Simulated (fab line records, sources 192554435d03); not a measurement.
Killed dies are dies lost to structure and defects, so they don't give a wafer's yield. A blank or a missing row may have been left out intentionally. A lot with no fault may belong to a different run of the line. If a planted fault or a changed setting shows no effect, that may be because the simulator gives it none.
Chamber matching | flow n5Finfet | 4 sister chambers for N5_BEOL_M14_STRIP_37 on rieDiel-06
The step strips in O2. 4 wafers are shown with their chamber, then 8 later ones without.

## WAFERS PAIRED WITH THEIR CHAMBERS
wafer  | chamber | throttleValvePct (%)
L081.1 | 2       | 16.53
L083.2 | 1       | 16.65
L083.6 | 3       | 17.04
L087.2 | 0       | 16.84

## WAFERS WITHOUT THEIR CHAMBER
wafer  | throttleValvePct (%)
L087.3 | 16.66
L087.5 | 17.08
L091.1 | 17.08
L091.3 | 16.87
L091.6 | 16.66
L097.1 | 16.60
L097.2 | 17.09
L097.6 | 17.10

## THE CHAMBER EACH PASSED THROUGH
wafer  | from the rows above     | in truth
L087.3 | 1                       | 1
L087.5 | 3                       | 3
L091.1 | 3                       | 3
L091.3 | 0                       | 0
L091.6 | 1                       | 1
L097.1 | can't be placed: 1 or 2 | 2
L097.2 | 3                       | 3
L097.6 | 3                       | 3
7 of 8 placed correctly. Not placeable from these rows: 1 (in 1, the candidates include the true chamber). Wrongly placed: 0.
How it was worked out, from the rows above alone: a wafer's distance from a chamber is the root of the sum, over the readings, of the square of ((its reading less the chamber's mean) divided by the reading's scatter). If the next closest chamber is less than 2 further off than the closest, the wafer can't be placed; otherwise it belongs to the closest. For every chamber, the mean is computed from those of its wafers that are shown. The scatter: root of mean squared gap, hidden wafer to nearest shown wafer, with one shown wafer a chamber.
